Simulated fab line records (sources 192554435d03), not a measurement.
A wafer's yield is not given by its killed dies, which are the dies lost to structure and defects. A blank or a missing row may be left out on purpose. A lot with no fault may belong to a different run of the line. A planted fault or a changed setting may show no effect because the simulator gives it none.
Which tool did it?	flow n5-finfet	9 lots with 27 wafers sampled at 8 steps, on a route of 1938 steps

## WHAT THE GAUGES READ, wafer by wafer
N5_BEOL_M3_INSPECT_59: inspects for defects (darkfield).
lot	measured	on	raw-defect-count
L935	day 10 01:23	defect-inspect-01	106 49 56
L936	day 10 01:44	defect-inspect-01	36 61 47
L939	day 10 18:04	defect-inspect-01	70 74 92
L940	day 10 18:34	defect-inspect-02	83 45 75
L944	day 11 11:18	defect-inspect-02	76 89 73
L946	day 13 04:51	defect-inspect-01	76 54 67
L948	day 13 09:52	defect-inspect-01	613 632 584
L952	day 14 05:28	defect-inspect-01	655 614 611
L938	day 14 07:02	defect-inspect-01	82 121 76

N5_BEOL_M4_INSPECT_13: inspects for defects (brightfield).
lot	measured	on	raw-defect-count
L935	day 10 04:06	defect-inspect-01	515 443 388
L936	day 10 04:26	defect-inspect-02	298 402 465
L939	day 10 19:19	defect-inspect-02	381 364 331
L940	day 10 19:31	defect-inspect-01	628 614 454
L944	day 11 12:16	defect-inspect-02	349 394 587
L946	day 13 07:35	defect-inspect-01	304 288 287
L948	day 13 12:23	defect-inspect-02	859 1210 918
L952	day 14 06:39	defect-inspect-01	1033 990 876
L938	day 14 09:07	defect-inspect-01	385 392 525

N5_BEOL_M4_INSPECT_30: inspects for defects (brightfield).
lot	measured	on	raw-defect-count
L935	day 10 05:14	defect-inspect-02	488 432 386
L936	day 10 05:23	defect-inspect-01	317 419 507
L939	day 10 20:25	defect-inspect-01	433 400 355
L940	day 10 20:28	defect-inspect-02	545 569 416
L944	day 11 13:26	defect-inspect-02	353 384 599
L946	day 13 09:08	defect-inspect-01	302 281 290
L948	day 13 13:23	defect-inspect-01	872 1290 932
L952	day 14 07:35	defect-inspect-01	1039 991 904
L938	day 14 10:14	defect-inspect-01	404 402 543

N5_BEOL_M4_RC_MEAS_101.
lot	measured	on	DIBL_N (mV/V)	DIBL_P (mV/V)	IOFF_N (nA/um)	IOFF_P (nA/um)	ION_N (uA/um)	ION_P (uA/um)	SS_N (mV/dec)	SS_P (mV/dec)	VT_N (mV)	VT_P (mV)
L935	day 11 09:54	prober-01	35.8 35.7 37.3	35.3 35.4 37.0	0.143 0.144 0.171	0.18 0.19 0.20	675 675 680	457 458 459	71.1 70.8 71.6	72.9 73.4 73.3	250.7 251.6 249.7	-252 -252 -251
L936	day 11 12:30	prober-02	35.3 37.4 35.4	33.8 36.0 33.4	0.133 0.164 0.134	0.19 0.22 0.19	674 681 665	466 467 463	71.6 71.4 71.7	72.8 73.2 73.0	251.5 247.7 251.1	-251 -250 -251
L939	day 12 01:49	prober-02	33.4 37.6 34.8	33.2 38.7 34.7	0.119 0.184 0.129	0.16 0.24 0.19	674 687 670	468 469 466	70.7 71.9 71.7	72.5 74.5 72.3	250.9 246.6 250.3	-252 -245 -252
L940	day 12 05:06	prober-01	37.7 35.2 38.3	38.9 34.5 39.2	0.166 0.118 0.181	0.21 0.15 0.22	681 655 676	468 447 467	72.4 71.3 71.6	73.9 72.2 73.0	249.4 251.3 248.6	-251 -257 -251
L944	day 13 01:10	prober-01	35.9 33.2 36.0	37.4 34.1 37.1	0.173 0.126 0.177	0.21 0.17 0.22	678 670 688	460 463 471	71.4 70.8 71.2	73.1 72.8 73.1	248.6 253.2 248.4	-249 -251 -249
L946	day 14 03:13	prober-01	35.1 36.7 36.6	35.2 37.5 37.3	0.152 0.187 0.185	0.23 0.26 0.25	678 689 678	474 475 468	70.9 71.5 72.2	72.6 73.5 73.5	250.0 246.1 245.4	-247 -244 -246
L948	day 13 23:57	prober-02	37.7 35.4 38.0	36.4 33.7 37.1	0.176 0.134 0.192	0.26 0.21 0.28	683 668 678	472 465 473	71.4 72.0 72.3	74.0 73.5 73.9	245.8 247.5 245.9	-246 -246 -243
L952	day 14 15:31	prober-01	36.7 37.5 36.4	36.2 37.5 36.1	0.164 0.180 0.156	0.24 0.26 0.23	680 683 680	473 476 472	72.1 72.1 72.2	73.5 74.1 73.3	250.9 251.2 250.9	-246 -246 -247
L938	day 15 11:17	prober-02	36.1 36.3 34.5	37.0 37.2 35.2	0.162 0.155 0.132	0.20 0.20 0.18	674 663 660	458 451 453	71.9 71.7 71.2	73.4 72.9 73.7	249.5 251.1 252.5	-251 -254 -254

## WHICH TOOL RAN EACH LOT (tool, then ch and the chambers of the sampled wafers, then the start)
lot	N5_BEOL_M3_SPUTTER_79	N5_BEOL_M3_ANNEAL_80	N5_BEOL_M3_SPUTTER_81	N5_BEOL_M3_CO_CAP_55
L935	pvd-sputter-03, day 9 22:45	pvd-sputter-03, day 9 22:50	pvd-sputter-03, day 9 22:58	cvd-co-01 ch 0,1,2, day 10 01:10
L936	pvd-sputter-01, day 9 23:07	pvd-sputter-01, day 9 23:12	pvd-sputter-01, day 9 23:20	cvd-co-01 ch 0,1,2, day 10 01:32
L939	pvd-sputter-02, day 10 15:28	pvd-sputter-02, day 10 15:32	pvd-sputter-02, day 10 15:41	cvd-co-01 ch 0,2, day 10 17:52
L940	pvd-sputter-01, day 10 15:35	pvd-sputter-01, day 10 15:40	pvd-sputter-01, day 10 15:48	cvd-co-01 ch 0,1,2, day 10 18:22
L944	pvd-sputter-02, day 11 07:12	pvd-sputter-02, day 11 07:17	pvd-sputter-02, day 11 07:25	cvd-co-02 ch 0,2, day 11 11:05
L946	pvd-sputter-02, day 13 02:14	pvd-sputter-02, day 13 02:19	pvd-sputter-02, day 13 02:27	cvd-co-01 ch 0,2, day 13 04:38
L948	pvd-sputter-02, day 13 07:04	pvd-sputter-02, day 13 07:09	pvd-sputter-02, day 13 07:17	cvd-co-01 ch 0,1, day 13 09:39
L952	pvd-sputter-02, day 14 02:48	pvd-sputter-02, day 14 02:53	pvd-sputter-02, day 14 03:01	cvd-co-01 ch 0,1,2, day 14 05:13
L938	pvd-sputter-03, day 14 04:18	pvd-sputter-03, day 14 04:23	pvd-sputter-03, day 14 04:31	cvd-co-02 ch 0,1,2, day 14 06:49
- N5_BEOL_M3_SPUTTER_79: material Cu, target thk 4.5 nm, time 8.29 s.
- N5_BEOL_M3_ANNEAL_80: time 240 s.
- N5_BEOL_M3_SPUTTER_81: material Cu, target thk 4.5 nm, time 8.29 s.
- N5_BEOL_M3_CO_CAP_55: material Co, precursor CCTBA/H2, target thk 2 nm, time 102.1 s.

## WHAT THE TOOLS THEMSELVES READ (means of the sampled wafers that have a number; where no wafer has one, the mark that the record gives instead)
N5_BEOL_M3_SPUTTER_79.
lot	tool	chuck-sensor-temp-C (C)	throttle-valve-pct (%)
L935	pvd-sputter-03	-16.0	31.0
L936	pvd-sputter-01	-16.1	29.7
L939	pvd-sputter-02	-16.4	30.2
L940	pvd-sputter-01	-16.1	29.6
L944	pvd-sputter-02	-16.2	30.5
L946	pvd-sputter-02	-16.1	28.6
L948	pvd-sputter-02	-16.1	28.4
L952	pvd-sputter-02	-16.4	30.2
L938	pvd-sputter-03	-16.0	30.5

N5_BEOL_M3_ANNEAL_80.
lot	tool	heater-power-w (W)
L935	pvd-sputter-03	793
L936	pvd-sputter-01	832
L939	pvd-sputter-02	827
L940	pvd-sputter-01	902
L944	pvd-sputter-02	858
L946	pvd-sputter-02	829
L948	pvd-sputter-02	839
L952	pvd-sputter-02	827
L938	pvd-sputter-03	756

N5_BEOL_M3_SPUTTER_81.
lot	tool	chuck-sensor-temp-C (C)	throttle-valve-pct (%)
L935	pvd-sputter-03	-16.0	31.1
L936	pvd-sputter-01	-16.0	29.8
L939	pvd-sputter-02	-16.4	30.4
L940	pvd-sputter-01	-16.1	29.5
L944	pvd-sputter-02	-16.2	30.6
L946	pvd-sputter-02	-16.2	28.6
L948	pvd-sputter-02	-16.2	28.5
L952	pvd-sputter-02	-16.3	30.3
L938	pvd-sputter-03	-15.9	30.6

N5_BEOL_M3_CO_CAP_55.
lot	tool	heater-power-w (W)
L935	cvd-co-01	243
L936	cvd-co-01	247
L939	cvd-co-01	241
L940	cvd-co-01	245
L944	cvd-co-02	248
L946	cvd-co-01	246
L948	cvd-co-01	247
L952	cvd-co-01	248
L938	cvd-co-02	246

## THE ANSWER, worked out from the rows above alone
Rule: what is usual is taken from the lots themselves. The widest of any qualifying gaps counts: lots, ordered by their means at a reading, are off when they make up no more than a third of the lots, leave a main group of 4 or more, and stand apart from it by 3 or more times the standard deviation of that group's means. The tables above print the reading to a certain number of digits; a main group whose means all agree to those digits is not used. Also off: a lot with no number at a reading for which 4 or more lots have one. All remaining lots with rows at the step are treated as sound. Order of review: gauges by route order, followed by the tools' own readings, for which a lot's mean as printed above is used. The first step at which some lot is off is used, and at that step the reading that is off furthest; a lot without a number counts as furthest.
Off: L948, L952 (N5_BEOL_M3_INSPECT_59, raw-defect-count). The main group: mean 72, standard deviation 13.
If a tool, at a process step before that reading, ran all the lots that are off and no sound lot after the first of them, it fits. Not tried: the gauges at N5_BEOL_M3_INSPECT_59; whatever is off there is also off at N5_BEOL_M4_RC_MEAS_101, on other tools, and gauge error can't account for it. Can't be told from this: 2 tools fit, pvd-sputter-02 at N5_BEOL_M3_SPUTTER_79 and N5_BEOL_M3_ANNEAL_80 and N5_BEOL_M3_SPUTTER_81, cvd-co-01 at N5_BEOL_M3_CO_CAP_55.

## WHAT THE SIMULATOR HAD PUT IN
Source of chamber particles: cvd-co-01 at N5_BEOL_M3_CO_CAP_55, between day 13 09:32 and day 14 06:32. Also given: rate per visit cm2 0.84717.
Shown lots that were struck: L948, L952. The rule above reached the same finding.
